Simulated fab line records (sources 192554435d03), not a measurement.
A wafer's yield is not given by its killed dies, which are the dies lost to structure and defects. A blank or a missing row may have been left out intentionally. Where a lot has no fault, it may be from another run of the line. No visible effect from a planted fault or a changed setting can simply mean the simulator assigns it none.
What tool caused it? ; flow n5Finfet ; 9 lots with 26 wafers sampled at 5 steps, on a route of 1938 steps

## WHAT THE GAUGES READ, wafer by wafer
N5_BEOL_M2_CD_MEAS_11 targets a cd of 16.79 nm. Usual: cdNm at 16.9 nm, with a standard deviation of 0.32.
lot;measured;on;cdNm (nm);flag
L218;day 6 17:46;cdSem-03;16.5 16.8 16.7;
L222;day 7 17:28;cdSem-01;16.9 16.5 16.6;
L221;day 8 03:26;cdSem-02;17.1 17.3;
L223;day 8 03:37;cdSem-03;16.7 17.1 16.7;
L226;day 8 11:00;cdSem-03;16.7 16.5 17.3;
L228;day 9 04:38;cdSem-01;17.3 16.8 16.7;
L231;day 9 20:11;cdSem-02;16.6 17.1 17.2;
L241;day 12 09:36;cdSem-02;17.0 16.8 16.7;
L240;day 12 12:35;cdSem-03;16.6 16.6 16.7;

N5_BEOL_M4_RC_MEAS_101. Usual: DIBL_N 37.2 mV/V, standard deviation 2.5; DIBL_P 38 mV/V, standard deviation 3; IOFF_N 0.17 nA/um, standard deviation 0.044; IOFF_P 0.24 nA/um, standard deviation 0.059; ION_N 667 uA/um, standard deviation 13; ION_P 461 uA/um, standard deviation 7.9; SS_N 71.8 mV/dec, standard deviation 0.86; SS_P 73.6 mV/dec, standard deviation 0.92; VT_N 250 mV, standard deviation 4.1; VT_P -249 mV, standard deviation 3.9.
lot;measured;on;DIBL_N (mV/V);DIBL_P (mV/V);IOFF_N (nA/um);IOFF_P (nA/um);ION_N (uA/um);ION_P (uA/um);SS_N (mV/dec);SS_P (mV/dec);VT_N (mV);VT_P (mV);flag
L218;day 8 07:10;prober-01;39.1 36.4 34.9;38 37 35;0.18 0.15 0.12;0.21 0.22 0.18;668 665 660;455 457 452;71.8 71.4 71.3;73.7 73.9 73.1;252 250 252;-252 -252 -254;
L222;day 9 11:36;prober-02;34.7 39.1 39.5;33 39 41;0.10 0.18 0.21;0.17 0.26 0.29;654 679 683;462 463 467;71.3 71.7 72.2;72.4 73.6 74.7;255 247 244;-251 -244 -244;
L221;day 9 19:04;prober-01;35.1 40.2;35 42;0.12 0.23;0.19 0.34;652 677;454 461;72.0 73.0;72.7 75.4;254 245;-250 -245;
L223;day 9 20:43;prober-01;38.4 37.4 39.7;38 38 40;0.17 0.16 0.20;0.24 0.23 0.29;684 667 682;465 460 475;71.6 72.3 72.5;74.1 73.9 74.6;251 254 248;-251 -250 -246;
L226;day 10 00:31;prober-02;38.5 37.5 37.5;38 37 36;0.18 0.15 0.16;0.27 0.23 0.22;677 658 670;480 460 459;71.3 71.7 71.0;73.6 73.5 73.3;249 252 247;-244 -247 -246;
L228;day 10 17:22;prober-01;38.9 35.6 34.8;40 37 35;0.23 0.16 0.14;0.27 0.22 0.18;681 665 657;462 454 449;73.0 72.6 71.6;74.5 73.7 72.8;246 251 254;-250 -251 -253;
L231;day 11 13:54;prober-02;34.6 36.5 36.0;37 40 38;0.16 0.19 0.18;0.22 0.27 0.22;666 681 671;461 469 461;71.6 71.9 71.8;72.7 73.8 74.0;248 246 247;-247 -246 -251;

## TOOL THAT RAN EACH LOT (tool first, then ch and the chambers of the sampled wafers, then the start)
lot;N5_BEOL_M2_ETCH_64;N5_BEOL_M2_STRIP_19;N5_BEOL_M2_ETCHBACK_99
L218;rieDiel-02 ch 0,2,3, day 6 18:07;rieDiel-02 ch 2,3, day 6 18:25;rieDiel-04 ch 0,3, day 6 23:23
L222;rieDiel-04 ch 1,2,3, day 7 18:03;rieDiel-04 ch 1,2, day 7 18:21;rieDiel-04 ch 0,2,3, day 8 03:10
L221;rieDiel-04 ch 0, day 8 04:30;rieDiel-06 ch 2, day 8 04:54;rieDiel-02 ch 0,3, day 8 09:34
L223;rieDiel-04 ch 0,3, day 8 04:50;rieDiel-06 ch 0,1, day 8 05:07;rieDiel-04 ch 0,2,3, day 8 10:07
L226;rieDiel-06 ch 0,2, day 8 11:12;rieDiel-02 ch 0,2,3, day 8 11:29;rieDiel-04 ch 0,3, day 8 13:02
L228;rieDiel-04 ch 0,1,2, day 9 05:04;rieDiel-04 ch 0,2, day 9 05:26;rieDiel-02 ch 2,3, day 9 07:13
L231;rieDiel-02 ch 1,3, day 9 20:23;rieDiel-02 ch 0,1,3, day 9 20:40;rieDiel-06 ch 0,1,3, day 10 05:38
L241;rieDiel-06 ch 0,2,3, day 12 09:49;rieDiel-04 ch 0,3, day 12 10:06;rieDiel-04 ch 2,3, day 12 16:58
L240;rieDiel-04 ch 0,3, day 12 12:47;rieDiel-02 ch 0,3, day 12 13:04;rieDiel-02 ch 0,1,3, day 12 16:56
- N5_BEOL_M2_ETCH_64: etches SOC in N2/H2, target depth 75 nm, overetch 22.5 nm, time 121.9 s.
- N5_BEOL_M2_STRIP_19: strips in O2.
- N5_BEOL_M2_ETCHBACK_99: etches SiO2 in CHF3, target depth 5 nm, time 10.4 s.

## AS READ BY THE TOOLS THEMSELVES (means over the sampled wafers that have a number; for cases with no such wafer, the mark the record gives instead)
N5_BEOL_M2_ETCH_64. Usual: drypumpMotorCurrentA 5.9 A, standard deviation 0.42; oesProductAu 0.60 a.u., standard deviation 0.058; rfVppV 524.5 V, standard deviation 2.9; showerheadPlenumPTorr 2.57 Torr, standard deviation 0.11; throttleValvePct 17.80 %, standard deviation 0.25.
lot;tool;drypumpMotorCurrentA (A);oesProductAu (a.u.);rfVppV (V);showerheadPlenumPTorr (Torr);throttleValvePct (%);flag
L218;rieDiel-02;6.2;0.54;521.9;2.47;17.79;
L222;rieDiel-04;5.9;0.57;523.9;2.56;17.75;
L221;rieDiel-04;5.9;0.67;528.8;2.71;18.12;
L223;rieDiel-04;5.9;0.62;525.8;2.61;17.92;
L226;rieDiel-06;5.4;0.56;523.1;2.54;17.94;
L228;rieDiel-04;5.9;0.66;527.7;2.66;17.82;
L231;rieDiel-02;6.6;0.55;523.8;2.52;18.05;
L241;rieDiel-06;5.9;0.55;524.1;2.57;17.95;
L240;rieDiel-04;5.8;0.67;528.0;2.71;17.50;

N5_BEOL_M2_STRIP_19. Usual: drypumpMotorCurrentA 6.0 A, standard deviation 0.44; o2FlowSccm 225.0 sccm, standard deviation 0.66; oesProductAu 0.79 a.u., standard deviation 0.091; rfVppV 3.6 V, standard deviation 0.48; showerheadPlenumPTorr 2.11 Torr, standard deviation 0.074; throttleValvePct 16.63 %, standard deviation 0.21.
lot;tool;drypumpMotorCurrentA (A);o2FlowSccm (sccm);oesProductAu (a.u.);rfVppV (V);showerheadPlenumPTorr (Torr);throttleValvePct (%);flag
L218;rieDiel-02;6.2;224.5;0.71;4.2;2.06;16.81;
L222;rieDiel-04;5.9;225.1;0.75;4.1;2.16;16.74;
L221;rieDiel-06;4.9;224.9;0.71;3.5;2.09;16.76;
L223;rieDiel-06;6.0;225.6;0.80;3.9;2.06;16.49;
L226;rieDiel-02;6.1;224.6;0.71;3.8;2.04;16.83;
L228;rieDiel-04;5.9;225.4;0.85;3.6;2.20;16.68;
L231;rieDiel-02;6.3;224.6;0.74;3.7;2.06;16.83;
L241;rieDiel-04;5.8;225.0;0.90;3.8;2.23;16.33;
L240;rieDiel-02;6.5;224.8;0.87;3.3;2.03;16.65;

N5_BEOL_M2_ETCHBACK_99. Usual: CHF3_flow_sccm 12.00 sccm, standard deviation 0.035; biasW 46.99 W, standard deviation 0.14; drypumpMotorCurrentA 5.9 A, standard deviation 0.33; oesProductAu 0.80 a.u., standard deviation 0.091; rfVppV 239 V, standard deviation 4.5; showerheadPlenumPTorr 2.18 Torr, standard deviation 0.087; throttleValvePct 16.97 %, standard deviation 0.21.
lot;tool;CHF3_flow_sccm (sccm);biasW (W);drypumpMotorCurrentA (A);oesProductAu (a.u.);rfVppV (V);showerheadPlenumPTorr (Torr);throttleValvePct (%);flag
L218;rieDiel-04;11.98;47.00;5.9;0.84;239;2.18;16.94;
L222;rieDiel-04;12.00;47.08;5.9;0.80;236;2.18;16.96;
L221;rieDiel-02;12.02;46.86;6.3;0.70;243;2.08;17.20;
L223;rieDiel-04;11.96;46.99;5.9;0.79;237;2.18;16.97;
L226;rieDiel-04;11.99;47.12;5.8;0.74;236;2.11;16.95;
L228;rieDiel-02;12.01;46.99;6.5;0.67;246;2.13;17.49;
L231;rieDiel-06;12.02;47.02;6.2;0.76;242;2.16;16.92;
L241;rieDiel-04;-;-;-;-;-;-;-;OFF
L240;rieDiel-02;-;-;-;-;-;-;-;OFF

## THE ANSWER, worked out from the rows above alone
Rule: lot off if the mean of its wafers having a number is beyond 3 standard deviations from the usual mean. A lot without any number at a reading at which 4 lots or more have one is off too. The other lots that the step has rows for count as sound. The gauges are gone through in route order, then the tools' own readings, and for those a lot's mean is taken as printed above. The first step at which some lot is off is used, and at that step the reading that is off furthest; a lot without a number counts as furthest.
Off: L241, L240, at N5_BEOL_M2_ETCHBACK_99 (CHF3_flow_sccm). Without a number there: L241, L240.
If a tool, at that step or one of the process steps before it, ran each lot that is off and ran no sound lot following the first of them, it fits. Of those tried, none fits.

## WHAT THE SIMULATOR PUT IN
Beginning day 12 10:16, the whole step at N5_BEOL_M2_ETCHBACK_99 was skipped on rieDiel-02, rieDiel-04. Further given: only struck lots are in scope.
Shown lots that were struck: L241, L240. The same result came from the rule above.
